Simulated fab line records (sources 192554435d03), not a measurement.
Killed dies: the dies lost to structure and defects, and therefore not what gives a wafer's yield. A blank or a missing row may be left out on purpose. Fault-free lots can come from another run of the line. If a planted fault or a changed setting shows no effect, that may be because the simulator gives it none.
fab line records ; flow n5-finfet
record: lots: 7; wafers: 21
route steps=1938 shown BEOL_M4@1049 BEOL_M5@1181 BEOL_M6@1239 BEOL_M7@1280 BEOL_M8@1370 BEOL_M9@1404 BEOL_M10@1476
start-h: hours from the record's opening day to when the first of the lot's shown wafers began ; wait-h: time in hours since the lot's previous step ; " same as the row above ; L1.1+2: a row that stands for several wafers ; - either no value or no given start ; * or withheld: withheld ; < > ~ a bound
route shown NAME@n: NAME is a module with steps in the file, n the number in the route of the first one ; usual: the fault-free wafers' mean and standard deviation ; same: alike in all rows ; chamber/n: place in a boat ; sites: the reading at each site ; _std_site: their standard deviation ; _edge_site: outer sites' mean less inner sites' ; radius-mm: how far each site lies from the wafer's centre ; mask NAME#n: copy n ; behind: the last tool/chamber to shape the wafer ; hold: why the lot was held/for how many hours/how that ended ; device: whichever transistor did not switch (one of n, p or np) ; end of line: the same wafers' tests at the end of the route ; step lacking rows: just its recipe ; killed: dies lost to structure and defects at the first sort, not the wafer's yield ; map: shows each die of a wafer: x if killed, . if not, _ if none is there
set.NAME: the setting the step ran with; set.NAME@STEP: the setting that earlier step ran with ; model.NAME: the simulator's own value behind a step, which no gauge read
lots where settings were altered on purpose, with a table for each step and a row for each wafer
== steps ==
step: N5_BEOL_M4_COAT_76
recipe: resist: underlayer; temp-c: 205; time-s: 60; spin-rpm: 1500; resist-thk-nm: 5
lot.wafer;tool;chamber;start-h;wait-h;set.spin-rpm
L074.2+4;litho-track-05;0;-;-;1500
L074.6;litho-track-05;0;-;-;1668
L075.3;litho-track-02;0;-;-;1562
L075.5+6;litho-track-02;0;-;-;1500
L080.1+2+4;litho-track-05;0;-;-;1500
L084.3+4+5;litho-track-02;0;-;-;1500
L088.2;litho-track-05;0;-;-;1430
L088.4+6;litho-track-05;0;-;-;1500
L091.3+6;litho-track-05;0;-;-;1378
L091.5;litho-track-05;0;-;-;1500
L082.1+3+6;litho-track-05;0;-;-;1500
step: N5_BEOL_M4_EXPOSE_25
recipe: mask-id: V3; na: 0.33; source-shape: quasar; sigma-inner: 0.2; sigma-outer: 0.8; polarization: unpolarized; defocus-nm: 5; dose-mj: 63
lot.wafer;tool;chamber;start-h;wait-h;mask;set.dose-mj
L074.2+4;euv-scanner-02;0;182.60;-;V3#0;61.05
L074.6;euv-scanner-02;0;182.60;-;V3#0;63
L075.3+5+6;euv-scanner-02;0;192.01;-;V3#0;63
L080.1;euv-scanner-02;0;210.89;-;V3#0;60.62
L080.2+4;euv-scanner-02;0;210.89;-;V3#0;63
L084.3+4+5;euv-scanner-01;0;293.44;-;V3#0;63
L088.2+4+6;euv-scanner-02;0;325.33;-;V3#0;63
L091.3+6;euv-scanner-01;0;332.60;-;V3#0;63
L091.5;euv-scanner-01;0;332.60;-;V3#0;59.74
L082.1+6;euv-scanner-02;0;347.20;-;V3#0;63
L082.3;euv-scanner-02;0;347.20;-;V3#0;61.03
step: N5_BEOL_M4_PEB_26
recipe: peb-temp-c: 100; peb-time-s: 60; resist: CAR-EUV
step: N5_BEOL_M4_DEVELOP_27
recipe: develop-time-s: 30; developer: TMAH; resist: CAR-EUV; rinse-liquid: surfactant-rinse; dry: air-spin; dev-temp-c: 23
step: N5_BEOL_M4_CD_MEAS_28
recipe: target-cd-nm: 26.2; landing-energy-ev: 500; detector: se-inlens; target-cd-y-nm: 24.1; polarity: opening
usual: cd-nm: 26.19/0.25
lot.wafer;tool;chamber;start-h;wait-h;set.dose-mj@BEOL_M4_EXPOSE_25;cd-nm
L074.2;cd-sem-03;0;182.74;-;61.05;25.34
L074.4;cd-sem-03;0;182.74;-;61.05;25.57
L074.6;cd-sem-03;0;182.74;-;63;26.23
L075.3;cd-sem-02;0;192.14;-;63;26.43
L075.5;cd-sem-02;0;192.14;-;63;26.76
L075.6;cd-sem-02;0;192.14;-;63;26.03
L080.1;cd-sem-02;0;211.04;-;60.62;25.30
L080.2;cd-sem-02;0;211.04;-;63;26.35
L080.4;cd-sem-02;0;211.04;-;63;26.56
L084.3;cd-sem-03;0;293.57;-;63;26.00
L084.4;cd-sem-03;0;293.57;-;63;26.02
L084.5;cd-sem-03;0;293.57;-;63;25.83
L088.2;cd-sem-03;0;325.47;-;63;26.36
L088.4;cd-sem-03;0;325.47;-;63;26.58
L088.6;cd-sem-03;0;325.47;-;63;26.07
L091.3;cd-sem-02;0;332.73;-;63;25.84
L091.5;cd-sem-02;0;332.73;-;59.74;24.93
L091.6;cd-sem-02;0;332.73;-;63;26.30
L082.1;cd-sem-03;0;347.35;-;63;26.19
L082.3;cd-sem-03;0;347.35;-;61.03;25.61
L082.6;cd-sem-03;0;347.35;-;63;26.18
step: N5_BEOL_M4_DESCUM_33
recipe: chemistry: O2; time-s: 7; source-power-w: 50; bias-power-w: 20; pressure-mtorr: 20; rf-frequency-hz: 2.712e+07; temp-c: 40; resist: CAR-EUV; o2-flow-sccm: 225
step: N5_BEOL_M4_ETCH_77
recipe: chemistry: N2/H2; target: underlayer; target-depth-a: 65; mask-material: CAR-EUV; time-s: 5.2; ion-energy-ev: 200; pressure-mtorr: 30; source-w: 840; bias-w: 150; n2-flow-sccm: 200; h2-flow-sccm: 200; ends: cleared
lot.wafer;tool;chamber;start-h;wait-h;set.spin-rpm@BEOL_M4_COAT_76;model.etch.depth-nm
L074.2;rie-diel-02;3;182.90;0.0;1500;4.999
L074.4;rie-diel-02;2;182.90;0.0;1500;4.991
L074.6;rie-diel-02;0;182.90;0.0;1668;4.725
L075.3;rie-diel-02;3;192.55;0.0;1562;4.898
L075.5;rie-diel-02;2;192.55;0.0;1500;4.985
L075.6;rie-diel-02;1;192.55;0.0;1500;5.002
L080.1;rie-diel-05;2;211.19;0.0;1500;4.996
L080.2;rie-diel-05;1;211.19;0.0;1500;4.99
L080.4;rie-diel-05;3;211.19;0.0;1500;4.997
L084.3;rie-diel-04;3;293.73;0.0;1500;4.991
L084.4;rie-diel-04;1;293.73;0.0;1500;5
L084.5;rie-diel-04;3;293.73;0.0;1500;4.989
L088.2;rie-diel-04;1;325.68;0.0;1430;5.106
L088.4;rie-diel-04;3;325.68;0.0;1500;4.995
L088.6;rie-diel-04;1;325.68;0.0;1500;4.988
L091.3;rie-diel-04;2;332.94;0.0;1378;5.192
L091.5;rie-diel-04;2;332.94;0.0;1500;4.967
L091.6;rie-diel-04;1;332.94;0.0;1378;5.189
L082.1;rie-diel-02;0;347.52;0.0;1500;4.991
L082.3;rie-diel-02;2;347.52;0.0;1500;5.024
L082.6;rie-diel-02;3;347.52;0.0;1500;5.008
step: N5_BEOL_M5_SPUTTER_88
recipe: material: Cu; target-thk-a: 150; temp-c: -20; chamber-pressure-pa: 0.07; power-w: withheld; time-s: 27.62
lot.wafer;tool;chamber;start-h;wait-h;set.time-s;model.Cu_of_BEOL_M5_SPUTTER_88.thk-nm
L074.2+6;pvd-sputter-01;-;208.39;0.5;27.62;14.8
L074.4;pvd-sputter-01;-;208.39;0.5;30.09;16.2
L075.3;pvd-sputter-02;-;221.56;0.5;27.62;15
L075.5+6;pvd-sputter-02;-;221.56;0.5;27.62;14.8
L080.1+2+4;pvd-sputter-01;-;267.35;0.5;27.62;14.8
L084.3+4;pvd-sputter-01;-;330.33;0.5;27.62;15.2
L084.5;pvd-sputter-01;-;330.33;0.5;27.62;15
L088.2;pvd-sputter-03;-;366.74;0.5;27.62;14.6
L088.4+6;pvd-sputter-03;-;366.74;0.5;27.62;14.8
L091.3;pvd-sputter-03;-;386.25;0.5;27.62;14.8
L091.5+6;pvd-sputter-03;-;386.25;0.5;28.8;-
L082.1+3;pvd-sputter-01;-;413.40;0.5;27.62;14.6
L082.6;pvd-sputter-01;-;413.40;0.5;30.87;16.4
step: N5_BEOL_M6_TRENCH_ETCH_37
recipe: chemistry: C4F6/O2; target-depth-a: 944.35; target: SiCOH_lowk; time-s: 31.5; ion-energy-ev: 250; pressure-mtorr: 30; source-w: 345; bias-w: 185; Ar_flow_sccm: 300; C4F6_flow_sccm: 10; O2_flow_sccm: 10
usual: rf-vpp-V: 666/6.5
lot.wafer;tool;chamber;start-h;wait-h;set.source-w;rf-vpp-V
L074.2;rie-diel-04;2;-;-;345;659
L074.4;rie-diel-04;2;-;-;345;659
L074.6;rie-diel-04;0;-;-;345;672
L075.3;rie-diel-04;0;-;-;345;673
L075.5;rie-diel-04;0;-;-;345;672
L075.6;rie-diel-04;3;-;-;345;666
L080.1;rie-diel-04;0;-;-;345;674
L080.2;rie-diel-04;3;-;-;345;668
L080.4;rie-diel-04;1;-;-;345;665
L084.3;rie-diel-04;1;-;-;345;664
L084.4;rie-diel-04;2;-;-;345;659
L084.5;rie-diel-04;3;-;-;345;668
L088.2;rie-diel-05;0;-;-;345;681
L088.4;rie-diel-05;1;-;-;376.5;635
L088.6;rie-diel-05;0;-;-;376.5;651
L091.3;rie-diel-02;3;-;-;345;661
L091.5;rie-diel-02;3;-;-;345;662
L091.6;rie-diel-02;0;-;-;345;680
L082.1;rie-diel-05;2;-;-;293.1;714
L082.3;rie-diel-05;0;-;-;293.1;740
L082.6;rie-diel-05;1;-;-;345;664
step: N5_BEOL_M7_ETCH_61
recipe: chemistry: CF4; target: SiARC; target-depth-a: 455; mask-material: CAR-ArF; time-s: 75.8; ion-energy-ev: 80; pressure-mtorr: 40; source-w: 545; bias-w: 36; Ar_flow_sccm: 100; cf4-flow-sccm: 100; ends: cleared
usual: etch-rf-on-time-s: 75.5/1.1; rf-vpp-V: 184.1/1.1
lot.wafer;tool;chamber;start-h;wait-h;set.source-w;etch-rf-on-time-s;rf-vpp-V
L074.2;rie-diel-01;3;217.05;0.0;545;73.8;182.7
L074.4;rie-diel-01;2;217.05;0.0;545;76.1;184.3
L074.6;rie-diel-01;3;217.05;0.0;482.3;82.4;192.4
L075.3;rie-diel-01;3;235.10;0.0;611.3;67.1;177.3
L075.5;rie-diel-01;2;235.10;0.0;611.3;69.7;177.5
L075.6;rie-diel-01;3;235.10;0.0;545;73.9;184.4
L080.1;rie-diel-06;0;282.30;0.0;545;76.6;183.4
L080.2;rie-diel-06;2;282.30;0.0;545;75.1;183.4
L080.4;rie-diel-06;2;282.30;0.0;545;75.2;182.6
L084.3;rie-diel-03;0;342.97;0.0;545;76.2;183.6
L084.4;rie-diel-03;3;342.97;0.0;545;75.9;182.3
L084.5;rie-diel-03;1;342.97;0.0;545;76.7;183.0
L088.2;rie-diel-03;0;381.62;0.0;608.4;68.2;176.4
L088.4;rie-diel-03;0;381.62;0.0;545;75.4;183.1
L088.6;rie-diel-03;3;381.62;0.0;545;76.0;183.6
L091.3;rie-diel-06;0;399.46;0.0;605.6;70.4;179.5
L091.5;rie-diel-06;2;399.46;0.0;545;76.2;183.2
L091.6;rie-diel-06;1;399.46;0.0;605.6;69.3;177.8
L082.1;rie-diel-03;1;426.69;0.0;545;76.7;184.5
L082.3;rie-diel-03;3;426.69;0.0;545;77.1;184.5
L082.6;rie-diel-03;0;426.69;0.0;545;76.6;181.4
step: N5_BEOL_M8_ETCH_65
recipe: chemistry: CF4; target: SiARC; target-depth-a: 156; mask-material: CAR-EUV; time-s: 26; ion-energy-ev: 80; pressure-mtorr: 40; source-w: 545; bias-w: 36; Ar_flow_sccm: 100; cf4-flow-sccm: 100; ends: cleared
usual: etch-rf-on-time-s: 26.2/0.43; rf-vpp-V: 184.5/1.2
lot.wafer;tool;chamber;start-h;wait-h;set.source-w;etch-rf-on-time-s;rf-vpp-V
L074.2;rie-diel-02;3;224.75;0.0;545;26.8;184.0
L074.4;rie-diel-02;1;224.75;0.0;607.3;23.7;178.8
L074.6;rie-diel-02;2;224.75;0.0;545;25.8;185.9
L075.3;rie-diel-02;1;251.58;0.0;545;25.9;185.3
L075.5;rie-diel-02;3;251.58;0.0;545;26.7;182.2
L075.6;rie-diel-02;2;251.58;0.0;479.1;29.1;194.2
L080.1;rie-diel-02;3;295.23;0.0;502.2;28.3;187.9
L080.2;rie-diel-02;1;295.23;0.0;545;25.4;184.9
L080.4;rie-diel-02;0;295.23;0.0;545;25.8;185.0
L084.3;rie-diel-02;2;352.50;0.0;545;26.1;184.6
L084.4;rie-diel-02;3;352.50;0.0;545;27.1;183.2
L084.5;rie-diel-02;0;352.50;0.0;545;26.6;181.5
L088.2;rie-diel-05;3;394.42;0.0;627.2;23.5;176.8
L088.4;rie-diel-05;2;394.42;0.0;545;25.7;184.3
L088.6;rie-diel-05;1;394.42;0.0;627.2;22.9;177.4
L091.3;rie-diel-05;1;414.62;0.0;494.5;28.6;190.2
L091.5;rie-diel-05;0;414.62;0.0;494.5;28.7;191.7
L091.6;rie-diel-05;1;414.62;0.0;545;25.9;184.1
L082.1;rie-diel-02;3;439.68;0.0;505.8;28.7;187.0
L082.3;rie-diel-02;0;439.68;0.0;545;25.8;187.3
L082.6;rie-diel-02;3;439.68;0.0;545;26.9;183.8
step: N5_BEOL_M8_VIA_ETCH_34
recipe: chemistry: C4F6/O2; target: SiCOH_lowk; target-depth-a: 1255; mask-material: SOC; taper-deg: 4; time-s: 50.5; ion-energy-ev: 250; pressure-mtorr: 30; source-w: 345; bias-w: 185; Ar_flow_sccm: 300; C4F6_flow_sccm: 10; O2_flow_sccm: 10
usual: rf-vpp-V: 667/6.9
lot.wafer;tool;chamber;start-h;wait-h;set.bias-w;rf-vpp-V
L074.2;rie-diel-02;3;224.87;0.0;167.6;612
L074.4;rie-diel-02;1;224.87;0.0;185;664
L074.6;rie-diel-02;2;224.87;0.0;167.6;626
L075.3;rie-diel-02;1;251.71;0.0;185;663
L075.5;rie-diel-02;3;251.71;0.0;174.2;633
L075.6;rie-diel-02;2;251.71;0.0;174.2;644
L080.1;rie-diel-02;3;295.36;0.0;185;663
L080.2;rie-diel-02;1;295.36;0.0;185;664
L080.4;rie-diel-02;0;295.36;0.0;185;670
L084.3;rie-diel-02;2;352.63;0.0;185;675
L084.4;rie-diel-02;3;352.63;0.0;185;662
L084.5;rie-diel-02;0;352.63;0.0;185;668
L088.2;rie-diel-05;3;394.55;0.0;185;664
L088.4;rie-diel-05;2;394.55;0.0;167.5;605
L088.6;rie-diel-05;1;394.55;0.0;185;664
L091.3;rie-diel-05;1;414.75;0.0;185;666
L091.5;rie-diel-05;0;414.75;0.0;185;681
L091.6;rie-diel-05;1;414.75;0.0;163.7;602
L082.1;rie-diel-02;3;439.81;0.0;185;660
L082.3;rie-diel-02;0;439.81;0.0;185;679
L082.6;rie-diel-02;3;439.81;0.0;185;662
step: N5_BEOL_M9_PECVD_70
recipe: material: SiO2; target-thk-a: 200; temp-c: 400; precursor: TEOS/O2; pressure-torr: 5.5; rf-w: 450; teos-flow-sccm: 53.8; gas: O2; flow-sccm: 3000; time-s: 22.7
lot.wafer;tool;chamber;start-h;wait-h;set.temp-c;model.SiO2_of_BEOL_M9_PECVD_70.thk-nm
L074.2;pecvd-01;1;228.37;0.0;400;20.6
L074.4;pecvd-01;1;228.37;0.0;410.9;19.2
L074.6;pecvd-01;2;228.37;0.0;410.9;19
L075.3;pecvd-03;1;257.72;0.0;415.4;17.8
L075.5;pecvd-03;2;257.72;0.0;400;20.4
L075.6;pecvd-03;0;257.72;0.0;400;20
L080.1;pecvd-03;2;298.66;0.0;400;19.8
L080.2;pecvd-03;0;298.66;0.0;400;19.6
L080.4;pecvd-03;1;298.66;0.0;400;20
L084.3;pecvd-02;1;357.35;0.1;400;19.8
L084.4;pecvd-02;0;357.35;0.1;400;20.2
L084.5;pecvd-02;0;357.35;0.1;400;20.4
L088.2;pecvd-02;2;398.99;0.0;400;20.2
L088.4;pecvd-02;0;398.99;0.0;400;20.4
L088.6;pecvd-02;1;398.99;0.0;400;20.6
L091.3;pecvd-02;0;418.81;0.0;400;19.8
L091.5+6;pecvd-02;2,1;418.81;0.0;382.6;22.6
L082.1;pecvd-02;2;443.78;0.0;400;20
L082.3;pecvd-02;1;443.78;0.0;400;19.8
L082.6;pecvd-02;1;443.78;0.0;406.6;19.4
step: N5_BEOL_M9_HM_DEP_02
recipe: material: TiN; target-thk-a: 200; temp-c: 25; chamber-pressure-pa: 0.49996
step: N5_BEOL_M9_COAT_59
recipe: resist: SOC; temp-c: 250; time-s: 60; spin-rpm: 1500; resist-thk-nm: 100
step: N5_BEOL_M9_STRIP_80
recipe: chemistry: N2/H2; time-s: 10; power-w: 450; temp-c: 40; pressure-mtorr: 20; rf-frequency-hz: 6e+07; bias-power-w: 7; n2-flow-sccm: 200; h2-flow-sccm: 200
step: N5_BEOL_M9_HM_STRIP_39
recipe: chemistry: peroxide-tin-strip; material: TiN; target-depth-a: 250; temp-c: 50; time-s: 158
lot.wafer;tool;chamber;start-h;wait-h;set.temp-c@BEOL_M9_PECVD_70;model.SiO2_of_BEOL_M9_PECVD_70.thk-nm
L074.2;wet-bench-04;7;231.63;0.0;400;20.4
L074.4;wet-bench-04;6;231.63;0.0;410.9;19.2
L074.6;wet-bench-04;3;231.63;0.0;410.9;19
L075.3;wet-bench-04;4;260.32;0.0;415.4;17.6
L075.5;wet-bench-04;3;260.32;0.0;400;20.2
L075.6;wet-bench-04;2;260.32;0.0;400;19.8
L080.1;wet-bench-04;0;302.05;0.0;400;19.6
L080.2;wet-bench-04;3;302.05;0.0;400;19.4
L080.4;wet-bench-04;1;302.05;0.0;400;20
L084.3;wet-bench-01;3;361.23;0.0;400;19.8
L084.4+5;wet-bench-01;7,1;361.23;0.0;400;20.2
L088.2;wet-bench-02;6;404.70;0.0;400;20
L088.4;wet-bench-02;1;404.70;0.0;400;20.2
L088.6;wet-bench-02;5;404.70;0.0;400;20.4
L091.3;wet-bench-01;0;421.60;0.0;400;19.6
L091.5+6;wet-bench-01;3,1;421.60;0.0;382.6;22.4
L082.1+3;wet-bench-04;0,5;451.35;0.0;400;19.8
L082.6;wet-bench-04;7;451.35;0.0;406.6;19.2
step: N5_BEOL_M9_CMP_52
recipe: stop-on: SiCOH_lowk; t-overpolish-s: 7; down-force-psi: 1; platen-rpm: 50; clearing-platen-down-force-psi: 1.5; clearing-platen-rpm: 50; post-cmp-clean: cu-alkaline; target-thk-nm: 140; clearing-platen-pad-velocity-m-s: 0.99484; pad-velocity-m-s: 0.99484
usual: barrier-field-endpoint-s: 29.1/0.6
lot.wafer;tool;chamber;start-h;wait-h;set.down-force-psi;barrier-field-endpoint-s
L074.4;cmp-01;0;234.20;0.2;1;28.4
L074.2;cmp-01;1;234.20;0.2;1;29.5
L074.6;cmp-01;2;234.20;0.2;1;28.4
L075.3;cmp-01;1;262.21;0.2;1.09;23.4
L075.5;cmp-01;0;262.21;0.2;1.09;26.7
L075.6;cmp-01;1;262.21;0.2;1;28.4
L080.1;cmp-02;2;304.41;0.7;1;29.0
L080.2;cmp-02;0;304.41;0.7;1;29.0
L080.4;cmp-02;1;304.41;0.7;1;29.3
L084.3;cmp-02;2;364.84;0.2;1;29.2
L084.4;cmp-02;1;364.84;0.2;1;29.4
L084.5;cmp-02;3;364.84;0.2;1;29.2
L088.4;cmp-02;0;406.63;0.1;1;29.7
L088.2;cmp-02;1;406.63;0.1;0.8773;33.3
L088.6;cmp-02;0;406.63;0.1;0.8773;33.0
L091.3;cmp-04;1;425.17;0.2;0.7878;37.3
L091.5;cmp-04;1;425.17;0.2;0.7878;41.1
L091.6;cmp-04;2;425.17;0.2;1;32.2
L082.3;cmp-04;3;453.49;0.2;1;29.0
L082.1;cmp-04;1;453.49;0.2;1;28.9
L082.6;cmp-04;0;453.49;0.2;1;28.6
step: N5_BEOL_M10_COAT_60
recipe: resist: SiARC; temp-c: 220; time-s: 60; spin-rpm: 1500; resist-thk-nm: 30
lot.wafer;tool;chamber;start-h;wait-h;set.spin-rpm;model.SiARC_of_BEOL_M10_COAT_60.thk-nm
L074.2;litho-track-04;0;-;-;1500;30
L074.4;litho-track-04;0;-;-;1500;30.2
L074.6;litho-track-04;0;-;-;1374;31.6
L075.3+6;litho-track-02;0;-;-;1500;30
L075.5;litho-track-02;0;-;-;1383;31.2
L080.1+4;litho-track-04;0;-;-;1389;31.2
L080.2;litho-track-04;0;-;-;1500;30
L084.3+5;litho-track-01;0;-;-;1500;30
L084.4;litho-track-01;0;-;-;1500;30.2
L088.2+6;litho-track-04;0;-;-;1500;30
L088.4;litho-track-04;0;-;-;1500;30.2
L091.3+6;litho-track-02;0;-;-;1500;30
L091.5;litho-track-02;0;-;-;1341;31.8
L082.1+6;litho-track-02;0;-;-;1396;31
L082.3;litho-track-02;0;-;-;1500;30
step: N5_BEOL_M10_COAT_05
recipe: resist: CAR-ArF; spin-rpm: 1500; resist-thk-nm: 90
step: N5_BEOL_M10_EBR_07
recipe: solvent: PGMEA; ebr-width-mm: 1.5
step: N5_BEOL_M10_DESCUM_16
recipe: chemistry: O2; time-s: 7.9; source-power-w: 50; bias-power-w: 20; pressure-mtorr: 20; rf-frequency-hz: 2.712e+07; temp-c: 40; resist: CAR-ArF; o2-flow-sccm: 225
step: N5_BEOL_M10_ETCH_61
recipe: chemistry: CF4; target: SiARC; target-depth-a: 390; mask-material: CAR-ArF; time-s: 65; ion-energy-ev: 80; pressure-mtorr: 40; source-w: 545; bias-w: 36; Ar_flow_sccm: 100; cf4-flow-sccm: 100; ends: cleared
usual: etch-rf-on-time-s: 64.9/1.1
lot.wafer;tool;chamber;start-h;wait-h;set.spin-rpm@BEOL_M10_COAT_60;etch-rf-on-time-s;model.etch.depth-nm;model.CAR-ArF_of_BEOL_M10_COAT_05.thk-nm
L074.2;rie-diel-05;2;236.12;0.0;1500;64.2;30.03;55.2
L074.4;rie-diel-05;0;236.12;0.0;1500;65.0;30.22;55
L074.6;rie-diel-05;3;236.12;0.0;1374;68.5;31.52;54
L075.3;rie-diel-05;3;263.97;0.0;1500;65.7;30.03;55.2
L075.5;rie-diel-05;3;263.97;0.0;1383;68.3;31.16;54.6
L075.6;rie-diel-05;1;263.97;0.0;1500;65.8;30;55.6
L080.1;rie-diel-05;1;307.15;0.0;1389;68.1;31.2;54.6
L080.2;rie-diel-05;0;307.15;0.0;1500;66.4;30.07;55.6
L080.4;rie-diel-05;3;307.15;0.0;1389;68.8;31.23;54.4
L084.3;rie-diel-04;1;368.54;0.0;1500;65.4;30.02;55.6
L084.4;rie-diel-04;2;368.54;0.0;1500;64.1;30.19;55.6
L084.5;rie-diel-04;1;368.54;0.0;1500;66.8;30.1;55.8
L088.2;rie-diel-04;3;409.66;0.0;1500;63.6;30.05;55.4
L088.4;rie-diel-04;1;409.66;0.0;1500;65.4;30.21;55.2
L088.6;rie-diel-04;2;409.66;0.0;1500;63.7;30.01;55.4
L091.3;rie-diel-02;0;428.75;0.0;1500;64.0;30.05;55.6
L091.5;rie-diel-02;2;428.75;0.0;1341;67.6;31.76;53.8
L091.6;rie-diel-02;1;428.75;0.0;1500;64.9;30.03;55.2
L082.1;rie-diel-05;3;456.97;0.0;1396;67.2;31.05;54.6
L082.3;rie-diel-05;2;456.97;0.0;1500;64.7;29.95;55.6
L082.6;rie-diel-05;0;456.97;0.0;1396;68.4;31.03;54.8
step: N5_BEOL_M10_ETCH_62
recipe: chemistry: N2/H2; target: SOC; target-depth-a: 1100; overetch-a: 220; mask-material: SiARC; temp-c: 40; time-s: 165; ion-energy-ev: 200; pressure-mtorr: 30; source-w: 840; bias-w: 150; n2-flow-sccm: 200; h2-flow-sccm: 200
lot.wafer;tool;chamber;start-h;wait-h;set.spin-rpm@BEOL_M10_COAT_60;model.SiARC_of_BEOL_M10_COAT_60.thk-nm
L074.2+4;rie-diel-05;2,0;236.17;0.0;1500;23.6
L074.6;rie-diel-05;3;236.17;0.0;1374;25.2
L075.3;rie-diel-05;3;264.02;0.0;1500;23.8
L075.5;rie-diel-05;3;264.02;0.0;1383;24.8
L075.6;rie-diel-05;1;264.02;0.0;1500;23.6
L080.1;rie-diel-05;1;307.20;0.0;1389;24.8
L080.2;rie-diel-05;0;307.20;0.0;1500;23.6
L080.4;rie-diel-05;3;307.20;0.0;1389;25
L084.3+5;rie-diel-04;1;368.59;0.0;1500;23.8
L084.4;rie-diel-04;2;368.59;0.0;1500;23.6
L088.2;rie-diel-04;3;409.71;0.0;1500;23.6
L088.4;rie-diel-04;1;409.71;0.0;1500;23.8
L088.6;rie-diel-04;2;409.71;0.0;1500;23.4
L091.3;rie-diel-02;0;428.80;0.0;1500;23.4
L091.5;rie-diel-02;2;428.80;0.0;1341;25.2
L091.6;rie-diel-02;1;428.80;0.0;1500;23.6
L082.1+6;rie-diel-05;3,0;457.02;0.0;1396;24.6
L082.3;rie-diel-05;2;457.02;0.0;1500;23.4
== key ==
split: step: N5_BEOL_M4_COAT_76; setting: spin-rpm; stated: 1500; by: wafer
response: step: N5_BEOL_M4_ETCH_77; reading: model.etch.depth-nm; change: -0.0251; per: 1%; r: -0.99
split: step: N5_BEOL_M4_EXPOSE_25; setting: dose-mj; stated: 63; by: wafer
response: step: N5_BEOL_M4_CD_MEAS_28; reading: cd-nm; change: +0.239; per: 1%; r: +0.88
split: step: N5_BEOL_M5_SPUTTER_88; setting: time-s; stated: 27.62; by: wafer
response: step: N5_BEOL_M5_SPUTTER_88; reading: model.Cu_of_BEOL_M5_SPUTTER_88.thk-nm; change: +0.154; per: 1%; r: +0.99
split: step: N5_BEOL_M6_TRENCH_ETCH_37; setting: source-w; stated: 345; by: wafer
response: step: N5_BEOL_M6_TRENCH_ETCH_37; reading: rf-vpp-V; change: -4.19; per: 1%; r: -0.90
split: step: N5_BEOL_M7_ETCH_61; setting: source-w; stated: 545; by: wafer
response: step: N5_BEOL_M7_ETCH_61; reading: etch-rf-on-time-s; change: *; per: 1%; r: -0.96
response: step: N5_BEOL_M7_ETCH_61; reading: rf-vpp-V; change: -0.592; per: 1%; r: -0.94
split: step: N5_BEOL_M8_ETCH_65; setting: source-w; stated: 545; by: wafer
response: step: N5_BEOL_M8_ETCH_65; reading: etch-rf-on-time-s; change: *; per: 1%; r: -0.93
response: step: N5_BEOL_M8_ETCH_65; reading: rf-vpp-V; change: -0.574; per: 1%; r: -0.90
split: step: N5_BEOL_M8_VIA_ETCH_34; setting: bias-w; stated: 185; by: wafer
response: step: N5_BEOL_M8_VIA_ETCH_34; reading: rf-vpp-V; change: +5.65; per: 1%; r: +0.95
split: step: N5_BEOL_M9_PECVD_70; setting: temp-c; stated: 400; by: wafer
response: step: N5_BEOL_M9_PECVD_70; reading: model.SiO2_of_BEOL_M9_PECVD_70.thk-nm; change: -0.6; per: 1%; r: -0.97
response: step: N5_BEOL_M9_HM_STRIP_39; reading: model.SiO2_of_BEOL_M9_PECVD_70.thk-nm; change: -0.591; per: 1%; r: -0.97
split: step: N5_BEOL_M9_CMP_52; setting: down-force-psi; stated: 1; by: wafer
response: step: N5_BEOL_M9_CMP_52; reading: barrier-field-endpoint-s; change: -0.323; per: 1%; r: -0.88
split: step: N5_BEOL_M10_COAT_60; setting: spin-rpm; stated: 1500; by: wafer
response: step: N5_BEOL_M10_COAT_60; reading: model.SiARC_of_BEOL_M10_COAT_60.thk-nm; change: -0.164; per: 1%; r: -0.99
response: step: N5_BEOL_M10_ETCH_61; reading: etch-rf-on-time-s; change: *; per: 1%; r: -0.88
response: step: N5_BEOL_M10_ETCH_61; reading: model.etch.depth-nm; change: -0.158; per: 1%; r: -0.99
response: step: N5_BEOL_M10_ETCH_61; reading: model.CAR-ArF_of_BEOL_M10_COAT_05.thk-nm; change: +0.135; per: 1%; r: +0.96
response: step: N5_BEOL_M10_ETCH_62; reading: model.SiARC_of_BEOL_M10_COAT_60.thk-nm; change: -0.167; per: 1%; r: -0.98
